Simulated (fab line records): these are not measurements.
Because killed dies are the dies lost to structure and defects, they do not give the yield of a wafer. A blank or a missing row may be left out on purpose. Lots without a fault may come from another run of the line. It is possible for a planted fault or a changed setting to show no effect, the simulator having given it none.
fab line records || flow n5Finfet || part 2 of 2: steps 33 to 44 of 44
record {"lots": 5, "wafers": 15, "lastDay": 18}
route steps=1938 shown WELL_APT@22 PMOS_HMC_CHANNEL_EPI@57
lots with no fault: from the same line, run without faults
startH: hours from the record's opening day to when the first of the lot's shown wafers began || waitH: time in hours since the lot's previous step || " repeats the value in the row above || L1.1+2: several wafers, shown together as one row || - no value, or no start given || * or withheld: withheld || < > ~ a bound
route shown NAME@n: names a module that has steps shown in the file, with the first one's number in the route || usual: mean/standard deviation of fault-free wafers || same: alike in all rows || chamber/n: place in a boat || sites: per-site readings || _std_site: the values' standard deviation || _edge_site: mean of outer sites minus mean of inner sites || radiusMm: how far each site lies from the wafer's centre || mask NAME#n: copy n || behind: the tool/chamber that last shaped the wafer || hold: reason for holding the lot/hours on hold/outcome of the hold || device: the transistor (n, p or np) that didn't switch || end of line: tests of these same wafers at the route's end || where a step has no rows: the recipe by itself || killed: dies lost to structure and defects at the first sort, not the wafer's yield || map: per-die view of a wafer (x killed, . not killed, _ where there is no die)
set.NAME: the setting the step ran with; set.NAME@STEP: the setting that earlier step ran with || model.NAME: the simulator's own value behind a step, which no gauge read
certain route steps with their lots: each step a table, each wafer a row
services: the hour from which a tool's chamber was out of use, counted from the record's first day as startH (under 0 if before that day), plus the number of hours and why
## steps
# step N5_WELL_APT_SRD_37
# recipe {"dry": "ipaMarangoni", "doPpb": 5, "timeS": 30, "tempC": 23, "rinseLiquid": "diw"}
# usual {"tempC": "23.00/0.1"}
# same {"timeS": 30}
{"lot.wafer": "L075.1", "tool": "wetBench-01", "chamber": 1, "startH": 22.20, "waitH": 0.0, "tempC": 23.09}
{"lot.wafer": "L075.2", "tool": "wetBench-01", "chamber": 2, "startH": 22.20, "waitH": 0.0, "tempC": 22.84}
{"lot.wafer": "L075.3", "tool": "wetBench-01", "chamber": 4, "startH": 22.20, "waitH": 0.0, "tempC": 23.06}
{"lot.wafer": "L077.3", "tool": "wetBench-01", "chamber": 3, "startH": 34.83, "waitH": 0.0, "tempC": 23.08}
{"lot.wafer": "L077.5", "tool": "wetBench-01", "chamber": 7, "startH": 34.83, "waitH": 0.0, "tempC": 23.10}
{"lot.wafer": "L077.6", "tool": "wetBench-01", "chamber": 6, "startH": 34.83, "waitH": 0.0, "tempC": 23.13}
{"lot.wafer": "L078.2", "tool": "wetBench-05", "chamber": 7, "startH": 41.60, "waitH": 0.0, "tempC": 22.95}
{"lot.wafer": "L078.3", "tool": "wetBench-05", "chamber": 2, "startH": 41.60, "waitH": 0.0, "tempC": 22.97}
{"lot.wafer": "L078.5", "tool": "wetBench-05", "chamber": 1, "startH": 41.60, "waitH": 0.0, "tempC": 23.09}
{"lot.wafer": "L086.2", "tool": "wetBench-01", "chamber": 3, "startH": 88.66, "waitH": 0.0, "tempC": 23.08}
{"lot.wafer": "L086.4", "tool": "wetBench-01", "chamber": 4, "startH": 88.66, "waitH": 0.0, "tempC": 22.90}
{"lot.wafer": "L086.6", "tool": "wetBench-01", "chamber": 5, "startH": 88.66, "waitH": 0.0, "tempC": 22.96}
{"lot.wafer": "L096.1", "tool": "wetBench-05", "chamber": 0, "startH": 148.39, "waitH": 0.0, "tempC": 23.14}
{"lot.wafer": "L096.3", "tool": "wetBench-05", "chamber": 5, "startH": 148.39, "waitH": 0.0, "tempC": 22.99}
{"lot.wafer": "L096.5", "tool": "wetBench-05", "chamber": 1, "startH": 148.39, "waitH": 0.0, "tempC": 23.00}
# step N5_WELL_APT_EPI_41
# recipe {"material": "Si", "targetThkA": 500, "tempC": 650, "precursor": "SiH4/H2", "pressureTorr": 20, "timeS": 297.7}
# usual {"throttleValvePct": "11.30/0.3"}
# same {"timeS": 297.7}
{"lot.wafer": "L075.1", "tool": "epiRpcvd-02", "chamber": 0, "startH": 22.25, "waitH": 0.0, "throttleValvePct": 10.48}
{"lot.wafer": "L075.2", "tool": "epiRpcvd-02", "chamber": 0, "startH": 22.25, "waitH": 0.0, "throttleValvePct": 10.38}
{"lot.wafer": "L075.3", "tool": "epiRpcvd-02", "chamber": 0, "startH": 22.25, "waitH": 0.0, "throttleValvePct": 10.34}
{"lot.wafer": "L077.3", "tool": "epiRpcvd-01", "chamber": 0, "startH": 35.08, "waitH": 0.2, "throttleValvePct": 11.30}
{"lot.wafer": "L077.5", "tool": "epiRpcvd-01", "chamber": 0, "startH": 35.08, "waitH": 0.2, "throttleValvePct": 11.17}
{"lot.wafer": "L077.6", "tool": "epiRpcvd-01", "chamber": 0, "startH": 35.08, "waitH": 0.2, "throttleValvePct": 11.31}
{"lot.wafer": "L078.2", "tool": "epiRpcvd-01", "chamber": 0, "startH": 41.75, "waitH": 0.1, "throttleValvePct": 11.63}
{"lot.wafer": "L078.3", "tool": "epiRpcvd-01", "chamber": 0, "startH": 41.75, "waitH": 0.1, "throttleValvePct": 11.42}
{"lot.wafer": "L078.5", "tool": "epiRpcvd-01", "chamber": 0, "startH": 41.75, "waitH": 0.1, "throttleValvePct": 11.41}
{"lot.wafer": "L086.2", "tool": "epiRpcvd-01", "chamber": 0, "startH": 88.86, "waitH": 0.2, "throttleValvePct": 11.53}
{"lot.wafer": "L086.4", "tool": "epiRpcvd-01", "chamber": 0, "startH": 88.86, "waitH": 0.2, "throttleValvePct": 11.45}
{"lot.wafer": "L086.6", "tool": "epiRpcvd-01", "chamber": 0, "startH": 88.86, "waitH": 0.2, "throttleValvePct": 11.26}
{"lot.wafer": "L096.1", "tool": "epiRpcvd-01", "chamber": 0, "startH": 148.44, "waitH": 0.0, "throttleValvePct": 11.11}
{"lot.wafer": "L096.3", "tool": "epiRpcvd-01", "chamber": 0, "startH": 148.44, "waitH": 0.0, "throttleValvePct": 11.38}
{"lot.wafer": "L096.5", "tool": "epiRpcvd-01", "chamber": 0, "startH": 148.44, "waitH": 0.0, "throttleValvePct": 11.20}
# step N5_WELL_APT_INSPECT_38
# recipe {"inspectInstrument": "darkfield", "mode": "postEpi"}
# usual {"rawDefectCount": "13/5.2"}
{"lot.wafer": "L075.1", "tool": "defectInspect-02", "chamber": "-", "startH": 22.90, "waitH": 0.6, "rawDefectCount": 6}
{"lot.wafer": "L075.2", "tool": "defectInspect-02", "chamber": "-", "startH": 22.90, "waitH": 0.6, "rawDefectCount": 5}
{"lot.wafer": "L075.3", "tool": "defectInspect-02", "chamber": "-", "startH": 22.90, "waitH": 0.6, "rawDefectCount": 6}
{"lot.wafer": "L077.3", "tool": "defectInspect-02", "chamber": "-", "startH": 35.52, "waitH": 0.3, "rawDefectCount": 15}
{"lot.wafer": "L077.5", "tool": "defectInspect-02", "chamber": "-", "startH": 35.52, "waitH": 0.3, "rawDefectCount": 14}
{"lot.wafer": "L077.6", "tool": "defectInspect-02", "chamber": "-", "startH": 35.52, "waitH": 0.3, "rawDefectCount": 18}
{"lot.wafer": "L078.2", "tool": "defectInspect-01", "chamber": "-", "startH": 42.29, "waitH": 0.4, "rawDefectCount": 8}
{"lot.wafer": "L078.3", "tool": "defectInspect-01", "chamber": "-", "startH": 42.29, "waitH": 0.4, "rawDefectCount": 8}
{"lot.wafer": "L078.5", "tool": "defectInspect-01", "chamber": "-", "startH": 42.29, "waitH": 0.4, "rawDefectCount": 11}
{"lot.wafer": "L086.2", "tool": "defectInspect-01", "chamber": "-", "startH": 89.58, "waitH": 0.6, "rawDefectCount": 18}
{"lot.wafer": "L086.4", "tool": "defectInspect-01", "chamber": "-", "startH": 89.58, "waitH": 0.6, "rawDefectCount": 6}
{"lot.wafer": "L086.6", "tool": "defectInspect-01", "chamber": "-", "startH": 89.58, "waitH": 0.6, "rawDefectCount": 16}
{"lot.wafer": "L096.1", "tool": "defectInspect-01", "chamber": "-", "startH": 149.08, "waitH": 0.5, "rawDefectCount": 23}
{"lot.wafer": "L096.3", "tool": "defectInspect-01", "chamber": "-", "startH": 149.08, "waitH": 0.5, "rawDefectCount": 8}
{"lot.wafer": "L096.5", "tool": "defectInspect-01", "chamber": "-", "startH": 149.08, "waitH": 0.5, "rawDefectCount": 14}
# step N5_PMOS_HMC_CHANNEL_EPI_HM_DEP_34
# recipe {"material": "SiO2", "targetThkA": 360, "tempC": 400, "precursor": "TEOS/O2", "pressureTorr": 6.5, "rfW": 900, "teosFlowSccm": 161.4, "gas": "O2", "flowSccm": 2650, "timeS": 6.9}
# usual {"heaterPowerW": "577/79", "showerheadPlenumPTorr": "8.36/0.047", "throttleValvePct": "18.7/1.2"}
# same {"timeS": 6.9}
{"lot.wafer": "L075.1", "tool": "pecvd-02", "chamber": 0, "startH": 22.94, "waitH": 0.0, "heaterPowerW": 595, "showerheadPlenumPTorr": 8.28, "throttleValvePct": 17.8}
{"lot.wafer": "L075.2", "tool": "pecvd-02", "chamber": 2, "startH": 22.94, "waitH": 0.0, "heaterPowerW": 589, "showerheadPlenumPTorr": 8.32, "throttleValvePct": 19.0}
{"lot.wafer": "L075.3", "tool": "pecvd-02", "chamber": 1, "startH": 22.94, "waitH": 0.0, "heaterPowerW": 471, "showerheadPlenumPTorr": 8.29, "throttleValvePct": 18.1}
{"lot.wafer": "L077.3", "tool": "pecvd-04", "chamber": 0, "startH": 35.55, "waitH": 0.0, "heaterPowerW": 538, "showerheadPlenumPTorr": 8.35, "throttleValvePct": 18.2}
{"lot.wafer": "L077.5", "tool": "pecvd-04", "chamber": 1, "startH": 35.55, "waitH": 0.0, "heaterPowerW": 718, "showerheadPlenumPTorr": 8.44, "throttleValvePct": 19.6}
{"lot.wafer": "L077.6", "tool": "pecvd-04", "chamber": 2, "startH": 35.55, "waitH": 0.0, "heaterPowerW": 687, "showerheadPlenumPTorr": 8.34, "throttleValvePct": 17.9}
{"lot.wafer": "L078.2", "tool": "pecvd-04", "chamber": 0, "startH": 42.32, "waitH": 0.0, "heaterPowerW": 536, "showerheadPlenumPTorr": 8.37, "throttleValvePct": 18.4}
{"lot.wafer": "L078.3", "tool": "pecvd-04", "chamber": 1, "startH": 42.32, "waitH": 0.0, "heaterPowerW": 734, "showerheadPlenumPTorr": 8.42, "throttleValvePct": 19.6}
{"lot.wafer": "L078.5", "tool": "pecvd-04", "chamber": 0, "startH": 42.32, "waitH": 0.0, "heaterPowerW": 535, "showerheadPlenumPTorr": 8.35, "throttleValvePct": 18.3}
{"lot.wafer": "L086.2", "tool": "pecvd-01", "chamber": 0, "startH": 89.62, "waitH": 0.0, "heaterPowerW": 462, "showerheadPlenumPTorr": 8.34, "throttleValvePct": 18.5}
{"lot.wafer": "L086.4", "tool": "pecvd-01", "chamber": 2, "startH": 89.62, "waitH": 0.0, "heaterPowerW": 575, "showerheadPlenumPTorr": 8.41, "throttleValvePct": 17.3}
{"lot.wafer": "L086.6", "tool": "pecvd-01", "chamber": 0, "startH": 89.62, "waitH": 0.0, "heaterPowerW": 463, "showerheadPlenumPTorr": 8.35, "throttleValvePct": 18.5}
{"lot.wafer": "L096.1", "tool": "pecvd-01", "chamber": 1, "startH": 149.11, "waitH": 0.0, "heaterPowerW": 649, "showerheadPlenumPTorr": 8.40, "throttleValvePct": 21.1}
{"lot.wafer": "L096.3", "tool": "pecvd-01", "chamber": 2, "startH": 149.11, "waitH": 0.0, "heaterPowerW": 634, "showerheadPlenumPTorr": 8.42, "throttleValvePct": 17.6}
{"lot.wafer": "L096.5", "tool": "pecvd-01", "chamber": 0, "startH": 149.11, "waitH": 0.0, "heaterPowerW": 495, "showerheadPlenumPTorr": 8.32, "throttleValvePct": 18.7}
# step N5_PMOS_HMC_CHANNEL_EPI_COAT_31
# recipe {"resist": "BARC", "tempC": 205, "timeS": 60, "spinRpm": 1500, "resistThkNm": 66}
# same {"timeS": 60}
{"lot.wafer": "L075.1+2+3", "tool": "lithoTrack-01", "chamber": 0, "startH": 22.99, "waitH": 0.0}
{"lot.wafer": "L077.3+5+6", "tool": "lithoTrack-04", "chamber": 0, "startH": 35.61, "waitH": 0.0}
{"lot.wafer": "L078.2+3+5", "tool": "lithoTrack-01", "chamber": 0, "startH": 42.38, "waitH": 0.0}
{"lot.wafer": "L086.2+4+6", "tool": "lithoTrack-01", "chamber": 0, "startH": 89.67, "waitH": 0.0}
{"lot.wafer": "L096.1+3+5", "tool": "lithoTrack-01", "chamber": 0, "startH": 149.17, "waitH": 0.0}
# step N5_PMOS_HMC_CHANNEL_EPI_COAT_03
# recipe {"resist": "CAR-ArF-block", "spinRpm": 1500, "resistThkNm": 205}
{"lot.wafer": "L075.1+2+3", "tool": "lithoTrack-01", "chamber": 0, "startH": "-", "waitH": "-"}
{"lot.wafer": "L077.3+5+6", "tool": "lithoTrack-04", "chamber": 0, "startH": "-", "waitH": "-"}
{"lot.wafer": "L078.2+3+5", "tool": "lithoTrack-01", "chamber": 0, "startH": "-", "waitH": "-"}
{"lot.wafer": "L086.2+4+6", "tool": "lithoTrack-01", "chamber": 0, "startH": "-", "waitH": "-"}
{"lot.wafer": "L096.1+3+5", "tool": "lithoTrack-01", "chamber": 0, "startH": "-", "waitH": "-"}
# step N5_PMOS_HMC_CHANNEL_EPI_EBR_05
# recipe {"solvent": "PGMEA", "ebrWidthMm": 1.5}
{"lot.wafer": "L075.1+2+3", "tool": "lithoTrack-01", "chamber": 0, "startH": "-", "waitH": "-"}
{"lot.wafer": "L077.3+5+6", "tool": "lithoTrack-04", "chamber": 0, "startH": "-", "waitH": "-"}
{"lot.wafer": "L078.2+3+5", "tool": "lithoTrack-01", "chamber": 0, "startH": "-", "waitH": "-"}
{"lot.wafer": "L086.2+4+6", "tool": "lithoTrack-01", "chamber": 0, "startH": "-", "waitH": "-"}
{"lot.wafer": "L096.1+3+5", "tool": "lithoTrack-01", "chamber": 0, "startH": "-", "waitH": "-"}
# step N5_PMOS_HMC_CHANNEL_EPI_SOFTBAKE_04
# recipe {"tempC": 110, "timeS": 60, "resist": "CAR-ArF-block"}
# same {"timeS": 60}
{"lot.wafer": "L075.1+2+3", "tool": "lithoTrack-01", "chamber": 0, "startH": "-", "waitH": "-"}
{"lot.wafer": "L077.3+5+6", "tool": "lithoTrack-04", "chamber": 0, "startH": "-", "waitH": "-"}
{"lot.wafer": "L078.2+3+5", "tool": "lithoTrack-01", "chamber": 0, "startH": "-", "waitH": "-"}
{"lot.wafer": "L086.2+4+6", "tool": "lithoTrack-01", "chamber": 0, "startH": "-", "waitH": "-"}
{"lot.wafer": "L096.1+3+5", "tool": "lithoTrack-01", "chamber": 0, "startH": "-", "waitH": "-"}
# step N5_PMOS_HMC_CHANNEL_EPI_EXPOSE_06
# recipe {"maskId": "PMOS_HMC_BLK", "na": 1.35, "sourceShape": "conventional", "sigmaOuter": 0.8, "polarization": "unpolarized", "targetCdNm": 240, "doseMj": 41}
{"lot.wafer": "L075.1+2+3", "tool": "arfiScanner-02", "chamber": 0, "startH": 23.09, "waitH": "-", "mask": "PMOS_HMC_BLK#0"}
{"lot.wafer": "L077.3+5+6", "tool": "arfiScanner-01", "chamber": 0, "startH": 35.72, "waitH": "-", "mask": "PMOS_HMC_BLK#0"}
{"lot.wafer": "L078.2+3+5", "tool": "arfiScanner-02", "chamber": 0, "startH": 42.61, "waitH": "-", "mask": "PMOS_HMC_BLK#0"}
{"lot.wafer": "L086.2+4+6", "tool": "arfiScanner-03", "chamber": 0, "startH": 89.90, "waitH": "-", "mask": "PMOS_HMC_BLK#0"}
{"lot.wafer": "L096.1+3+5", "tool": "arfiScanner-02", "chamber": 0, "startH": 149.27, "waitH": "-", "mask": "PMOS_HMC_BLK#0"}
# step N5_PMOS_HMC_CHANNEL_EPI_PEB_07
# recipe {"pebTempC": 110, "pebTimeS": 60, "resist": "CAR-ArF-block"}
# same {"pebTimeS": 60}
{"lot.wafer": "L075.1+2+3", "tool": "lithoTrack-01", "chamber": 0, "startH": 23.15, "waitH": 0.1}
{"lot.wafer": "L077.3+5+6", "tool": "lithoTrack-04", "chamber": 0, "startH": 35.77, "waitH": 0.0}
{"lot.wafer": "L078.2+3+5", "tool": "lithoTrack-01", "chamber": 0, "startH": 42.66, "waitH": 0.0}
{"lot.wafer": "L086.2+4+6", "tool": "lithoTrack-01", "chamber": 0, "startH": 89.96, "waitH": 0.0}
{"lot.wafer": "L096.1+3+5", "tool": "lithoTrack-01", "chamber": 0, "startH": 149.33, "waitH": 0.1}
# step N5_PMOS_HMC_CHANNEL_EPI_DEVELOP_08
# recipe {"developTimeS": 30, "developer": "TMAH", "resist": "CAR-ArF-block", "devTempC": 23, "rinseLiquid": "diw", "dry": "airSpin"}
# same {"developTimeS": 30}
{"lot.wafer": "L075.1+2+3", "tool": "lithoTrack-01", "chamber": 0, "startH": "-", "waitH": "-"}
{"lot.wafer": "L077.3+5+6", "tool": "lithoTrack-04", "chamber": 0, "startH": "-", "waitH": "-"}
{"lot.wafer": "L078.2+3+5", "tool": "lithoTrack-01", "chamber": 0, "startH": "-", "waitH": "-"}
{"lot.wafer": "L086.2+4+6", "tool": "lithoTrack-01", "chamber": 0, "startH": "-", "waitH": "-"}
{"lot.wafer": "L096.1+3+5", "tool": "lithoTrack-01", "chamber": 0, "startH": "-", "waitH": "-"}
# step N5_PMOS_HMC_CHANNEL_EPI_CD_MEAS_09
# recipe {"targetCdNm": 237.4, "landingEnergyEv": 500, "detector": "seInlens"}
# usual {"cdNm": "237.6/0.96"}
{"lot.wafer": "L075.1", "tool": "cdSem-01", "chamber": 0, "startH": 23.22, "waitH": "-", "cdNm": 235.7}
{"lot.wafer": "L075.2", "tool": "cdSem-01", "chamber": 0, "startH": 23.22, "waitH": "-", "cdNm": 237.4}
{"lot.wafer": "L075.3", "tool": "cdSem-01", "chamber": 0, "startH": 23.22, "waitH": "-", "cdNm": 236.4}
{"lot.wafer": "L077.3", "tool": "cdSem-01", "chamber": 0, "startH": 35.84, "waitH": "-", "cdNm": 237.6}
{"lot.wafer": "L077.5", "tool": "cdSem-01", "chamber": 0, "startH": 35.84, "waitH": "-", "cdNm": 237.2}
{"lot.wafer": "L077.6", "tool": "cdSem-01", "chamber": 0, "startH": 35.84, "waitH": "-", "cdNm": 237.6}
{"lot.wafer": "L078.2", "tool": "cdSem-03", "chamber": 0, "startH": 42.73, "waitH": "-", "cdNm": 236.8}
{"lot.wafer": "L078.3", "tool": "cdSem-03", "chamber": 0, "startH": 42.73, "waitH": "-", "cdNm": 236.0}
{"lot.wafer": "L078.5", "tool": "cdSem-03", "chamber": 0, "startH": 42.73, "waitH": "-", "cdNm": 236.3}
{"lot.wafer": "L086.2", "tool": "cdSem-03", "chamber": 0, "startH": 90.02, "waitH": "-", "cdNm": 237.4}
{"lot.wafer": "L086.4", "tool": "cdSem-03", "chamber": 0, "startH": 90.02, "waitH": "-", "cdNm": 237.1}
{"lot.wafer": "L086.6", "tool": "cdSem-03", "chamber": 0, "startH": 90.02, "waitH": "-", "cdNm": 237.3}
{"lot.wafer": "L096.1", "tool": "cdSem-03", "chamber": 0, "startH": 149.39, "waitH": "-", "cdNm": 237.4}
{"lot.wafer": "L096.3", "tool": "cdSem-03", "chamber": 0, "startH": 149.39, "waitH": "-", "cdNm": 238.2}
{"lot.wafer": "L096.5", "tool": "cdSem-03", "chamber": 0, "startH": 149.39, "waitH": "-", "cdNm": 236.7}
## services
{"tool": "krfScanner-01", "chamber": "-", "startH": 0.68, "hours": 0.5, "kind": "repair"}
{"tool": "rieDiel-02", "chamber": 1, "startH": 19.15, "hours": 8.3, "kind": "repair"}
{"tool": "krfScanner-02", "chamber": "-", "startH": 22.58, "hours": 0.8, "kind": "pm"}
{"tool": "pecvd-01", "chamber": "-", "startH": 25.07, "hours": 28.1, "kind": "pm"}
{"tool": "rieDiel-02", "chamber": 2, "startH": 28.12, "hours": 8.7, "kind": "repair"}
{"tool": "krfScanner-02", "chamber": "-", "startH": 30.30, "hours": 4.0, "kind": "pm"}
{"tool": "arfiScanner-02", "chamber": "-", "startH": 35.89, "hours": 0.8, "kind": "repair"}
{"tool": "rieDiel-02", "chamber": 3, "startH": 37.87, "hours": 1.7, "kind": "repair"}
{"tool": "implanter-01", "chamber": "-", "startH": 47.05, "hours": 4.5, "kind": "repair"}
{"tool": "arfiScanner-02", "chamber": "-", "startH": 55.30, "hours": 5.6, "kind": "repair"}
{"tool": "rieDiel-06", "chamber": 3, "startH": 55.70, "hours": 20.6, "kind": "repair"}
{"tool": "krfScanner-02", "chamber": "-", "startH": 60.37, "hours": 0.6, "kind": "repair"}
{"tool": "arfiScanner-02", "chamber": "-", "startH": 67.32, "hours": 4.9, "kind": "pm"}
{"tool": "implanter-01", "chamber": "-", "startH": 74.44, "hours": 1.0, "kind": "repair"}
{"tool": "arfiScanner-02", "chamber": "-", "startH": 77.11, "hours": 1.0, "kind": "pm"}
{"tool": "arfiScanner-02", "chamber": "-", "startH": 78.11, "hours": 1.3, "kind": "pm"}
{"tool": "krfScanner-02", "chamber": "-", "startH": 78.56, "hours": 1.3, "kind": "pm"}
{"tool": "implanter-01", "chamber": "-", "startH": 82.38, "hours": 3.3, "kind": "repair"}
{"tool": "rieDiel-06", "chamber": 2, "startH": 89.66, "hours": 4.8, "kind": "repair"}
{"tool": "krfScanner-01", "chamber": "-", "startH": 93.54, "hours": 1.0, "kind": "pm"}
{"tool": "rieDiel-02", "chamber": 0, "startH": 126.72, "hours": 16.1, "kind": "repair"}
{"tool": "krfScanner-01", "chamber": "-", "startH": 134.33, "hours": 1.3, "kind": "pm"}
{"tool": "implanter-02", "chamber": "-", "startH": 147.24, "hours": 5.4, "kind": "repair"}
{"tool": "krfScanner-01", "chamber": "-", "startH": 147.95, "hours": 0.8, "kind": "pm"}
